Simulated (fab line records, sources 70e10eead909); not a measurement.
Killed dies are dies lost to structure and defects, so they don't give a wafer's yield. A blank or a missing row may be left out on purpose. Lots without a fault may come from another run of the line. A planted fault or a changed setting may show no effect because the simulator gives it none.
Which tool did it? | flow nand_harc | 11 lots, 33 wafers sampled, at 5 steps of a route of 1159

WHAT THE GAUGES READ, wafer by wafer
NHARC_END_SORT_01.
lot  | measured     | on        | killed_at_array | killed_at_other | killed_at_periphery | killed_dies | killed_open | killed_short
L744 | day 21 11:39 | prober-02 | 18 16 24        | 1 0 0           | 1 4 2               | 20 20 26    | 1 5 3       | 2 3 2
L745 | day 21 19:27 | prober-02 | 18 17 16        | 0 0 0           | 12 5 8              | 30 22 24    | 4 2 3       | 2 1 1
L751 | day 23 12:23 | prober-02 | 20 657 23       | 2 2 3           | 2 0 1               | 24 659 27   | 4 1 2       | 1 1 3

WHICH TOOL RAN EACH LOT (tool, then ch and the chambers of the sampled wafers, then the start)
lot  | NHARC_A_STAIRCASE_TRIM_187         | NHARC_A_STAIRCASE_TRIM_196         | NHARC_A_STAIRCASE_ETCH_199                    | NHARC_A_STAIRCASE_TRIM_202
L737 | rie_diel-11 ch 0,2,3, day 11 10:48 | rie_diel-11 ch 1,2,3, day 11 11:52 | rie_diel-11 ch 1,3, no start                  | rie_diel-11 ch 1,2, no start
L738 | rie_diel-11 ch 2,3, day 11 19:10   | rie_diel-12 ch 1,2,3, day 11 20:37 | rie_diel-12 ch 0,3, no start                  | rie_diel-12 ch 0,2, no start
L742 | rie_diel-05 ch 0,3, day 12 07:39   | rie_diel-12 ch 2,3, day 12 08:41   | rie_diel-12 ch 0,1,3, no start                | rie_diel-12 ch 1,3, no start
L744 | rie_diel-12 ch 1,2, day 12 21:18   | rie_diel-05 ch 0,3, day 12 22:44   | rie_diel-05 ch 0,2,3, day 21 11:39 or earlier | rie_diel-05 ch 0,1,2, day 21 11:39 or earlier
L745 | rie_diel-12 ch 0,1,3, day 12 22:02 | rie_diel-05 ch 1,2, day 12 23:29   | rie_diel-05 ch 0,2,3, day 21 19:27 or earlier | rie_diel-05 ch 1,2,3, day 21 19:27 or earlier
L746 | rie_diel-12 ch 1,3, day 13 03:14   | rie_diel-11 ch 0,1,2, day 13 04:23 | rie_diel-11 ch 0,2,3, no start                | rie_diel-11 ch 0,2, no start
L747 | rie_diel-05 ch 1,2,3, day 13 17:11 | rie_diel-11 ch 1,2,3, day 13 18:13 | rie_diel-11 ch 2,3, no start                  | rie_diel-11 ch 0,1,2, no start
L751 | rie_diel-11 ch 0,1,3, day 15 03:52 | rie_diel-11 ch 0,2,3, day 15 05:01 | rie_diel-11 ch 0,3, day 23 12:23 or earlier   | rie_diel-11 ch 0,2,3, day 23 12:23 or earlier
L753 | rie_diel-12 ch 2,3, day 15 05:40   | rie_diel-12 ch 1,2, day 15 07:07   | rie_diel-12 ch 0,1, no start                  | rie_diel-12 ch 0,2,3, no start
L754 | rie_diel-05 ch 0,1,2, day 15 14:52 | rie_diel-12 ch 0,2,3, day 15 15:53 | rie_diel-12 ch 0,2,3, no start                | rie_diel-12 ch 0,1,3, no start
L758 | rie_diel-05 ch 0,2,3, day 16 06:39 | rie_diel-05 ch 0,2,3, day 16 07:59 | rie_diel-05 ch 0,1,3, no start                | rie_diel-05 ch 0,2,3, no start
- NHARC_A_STAIRCASE_TRIM_187: chemistry O2, time 211.2 s.
- NHARC_A_STAIRCASE_TRIM_196: chemistry O2, time 211.2 s.
- NHARC_A_STAIRCASE_ETCH_199: etches the open film in C4F8/O2, target depth 100 nm, time 40.5 s.
- NHARC_A_STAIRCASE_TRIM_202: chemistry O2, time 211.2 s.

WHAT THE TOOLS THEMSELVES READ (means of the sampled wafers that have a number; where no wafer has one, the mark that the record gives instead)
NHARC_A_STAIRCASE_TRIM_187.
lot  | tool        | drypump_motor_current_A (A) | oes_product_au (a.u.) | rf_vpp_V (V) | run_length_s (s) | showerhead_plenum_p_Torr (Torr) | throttle_valve_pct (%)
L737 | rie_diel-11 | 6.2                         | 0.990                 | 57.9         | 232.6            | 3.50                            | 17.032
L738 | rie_diel-11 | 6.3                         | 0.985                 | 58.0         | 232.5            | 3.64                            | 17.038
L742 | rie_diel-05 | 5.9                         | 1.017                 | 58.1         | 233.2            | 3.36                            | 17.032
L744 | rie_diel-12 | 5.5                         | 1.000                 | 57.5         | 232.9            | 3.50                            | 17.042
L745 | rie_diel-12 | 5.9                         | 1.004                 | 58.0         | 232.8            | 3.70                            | 17.035
L746 | rie_diel-12 | 5.8                         | 1.003                 | 58.5         | 232.8            | 3.74                            | 17.041
L747 | rie_diel-05 | 6.1                         | 0.993                 | 57.3         | 232.8            | 3.38                            | 17.035
L751 | rie_diel-11 | 6.0                         | 1.015                 | 57.4         | 232.7            | 3.47                            | 17.039
L753 | rie_diel-12 | 5.4                         | 0.990                 | 58.3         | 232.8            | 3.44                            | 17.034
L754 | rie_diel-05 | 5.5                         | 0.999                 | 57.5         | 232.5            | 3.44                            | 17.038
L758 | rie_diel-05 | 5.8                         | 0.991                 | 58.4         | 232.9            | 3.55                            | 17.034

NHARC_A_STAIRCASE_TRIM_196.
lot  | tool        | drypump_motor_current_A (A) | oes_product_au (a.u.) | rf_vpp_V (V) | run_length_s (s) | showerhead_plenum_p_Torr (Torr) | throttle_valve_pct (%)
L737 | rie_diel-11 | 6.1                         | 0.997                 | 57.5         | 232.6            | 3.63                            | 17.035
L738 | rie_diel-12 | 5.6                         | 0.989                 | 57.1         | 232.9            | 3.60                            | 17.042
L742 | rie_diel-12 | 5.5                         | 1.005                 | 57.6         | 232.7            | 3.45                            | 17.038
L744 | rie_diel-05 | 5.4                         | 0.992                 | 57.0         | 232.6            | 3.43                            | 17.031
L745 | rie_diel-05 | 5.8                         | 0.990                 | 56.2         | 232.5            | 3.44                            | 17.029
L746 | rie_diel-11 | 5.9                         | 0.999                 | 57.9         | 232.8            | 3.63                            | 17.039
L747 | rie_diel-11 | 6.2                         | 0.993                 | 58.7         | 232.8            | 3.62                            | 17.043
L751 | rie_diel-11 | 6.2                         | 1.005                 | 57.0         | 205.3            | 3.48                            | 17.036
L753 | rie_diel-12 | 5.8                         | 0.985                 | 57.7         | 233.0            | 3.63                            | 17.027
L754 | rie_diel-12 | 5.6                         | 0.984                 | 57.2         | 232.5            | 3.54                            | 17.036
L758 | rie_diel-05 | 5.8                         | 1.005                 | 57.6         | 233.0            | 3.55                            | 17.040

NHARC_A_STAIRCASE_ETCH_199.
lot  | tool        | oes_product_au (a.u.) | rf_vpp_V (V)
L737 | rie_diel-11 | 0.949                 | 900
L738 | rie_diel-12 | 0.926                 | 900
L742 | rie_diel-12 | 0.943                 | 903
L744 | rie_diel-05 | 0.947                 | 891
L745 | rie_diel-05 | 0.953                 | 891
L746 | rie_diel-11 | 0.943                 | 894
L747 | rie_diel-11 | 0.951                 | 894
L751 | rie_diel-11 | 0.950                 | 889
L753 | rie_diel-12 | 0.920                 | 904
L754 | rie_diel-12 | 0.930                 | 896
L758 | rie_diel-05 | 0.951                 | 897

NHARC_A_STAIRCASE_TRIM_202.
lot  | tool        | drypump_motor_current_A (A) | oes_product_au (a.u.) | rf_vpp_V (V) | run_length_s (s) | showerhead_plenum_p_Torr (Torr) | throttle_valve_pct (%)
L737 | rie_diel-11 | 6.0                         | 0.987                 | 58.0         | 232.6            | 3.79                            | 17.028
L738 | rie_diel-12 | 5.6                         | 0.989                 | 58.1         | 232.4            | 3.46                            | 17.042
L742 | rie_diel-12 | 5.6                         | 1.012                 | 59.0         | 232.7            | 3.69                            | 17.038
L744 | rie_diel-05 | 5.5                         | 0.986                 | 58.2         | 232.6            | 3.45                            | 17.041
L745 | rie_diel-05 | 6.1                         | 1.000                 | 57.9         | 233.0            | 3.38                            | 17.048
L746 | rie_diel-11 | 5.9                         | 0.998                 | 58.4         | 232.6            | 3.50                            | 17.041
L747 | rie_diel-11 | 5.8                         | 1.005                 | 58.3         | 232.8            | 3.63                            | 17.038
L751 | rie_diel-11 | 6.1                         | 0.995                 | 58.6         | 232.7            | 3.48                            | 17.025
L753 | rie_diel-12 | 5.7                         | 0.986                 | 57.6         | 232.5            | 3.54                            | 17.036
L754 | rie_diel-12 | 5.9                         | 0.985                 | 57.5         | 232.7            | 3.69                            | 17.023
L758 | rie_diel-05 | 5.8                         | 0.995                 | 57.3         | 233.0            | 3.55                            | 17.042

THE ANSWER, worked out from the rows above alone
Rule: what is usual is taken from the lots themselves. Put in order of their means at a reading, lots are off if they are a third of the lots or fewer, leave a main group of 4 or more, and stand apart from it by a gap of 3 or more times the standard deviation of the main group's means; of several such gaps the widest counts. A main group whose means are all the same, to the digits that the tables above print for the reading, isn't used. A lot without any number at a reading at which 4 lots or more have one is off too. The other lots that the step has rows for count as sound. The gauges are gone through in route order, then the tools' own readings, and for those a lot's mean is taken as printed above. The first step at which some lot is off is used, and at that step the reading that is off furthest; a lot without a number counts as furthest.
Off: L751, at NHARC_A_STAIRCASE_TRIM_196 (run_length_s). The main group: mean 232.7 s, standard deviation 0.18.
A tool fits if, at that step or a process step before it, it ran every lot that is off, and no sound lot after the first of them. One fits: rie_diel-11 at NHARC_A_STAIRCASE_TRIM_187 and NHARC_A_STAIRCASE_TRIM_196. At NHARC_A_STAIRCASE_TRIM_187 its last sound lot is L738 (day 11 19:10), its first lot that is off L751 (day 15 03:52): a fault that began between those two fits.

WHAT THE SIMULATOR HAD PUT IN
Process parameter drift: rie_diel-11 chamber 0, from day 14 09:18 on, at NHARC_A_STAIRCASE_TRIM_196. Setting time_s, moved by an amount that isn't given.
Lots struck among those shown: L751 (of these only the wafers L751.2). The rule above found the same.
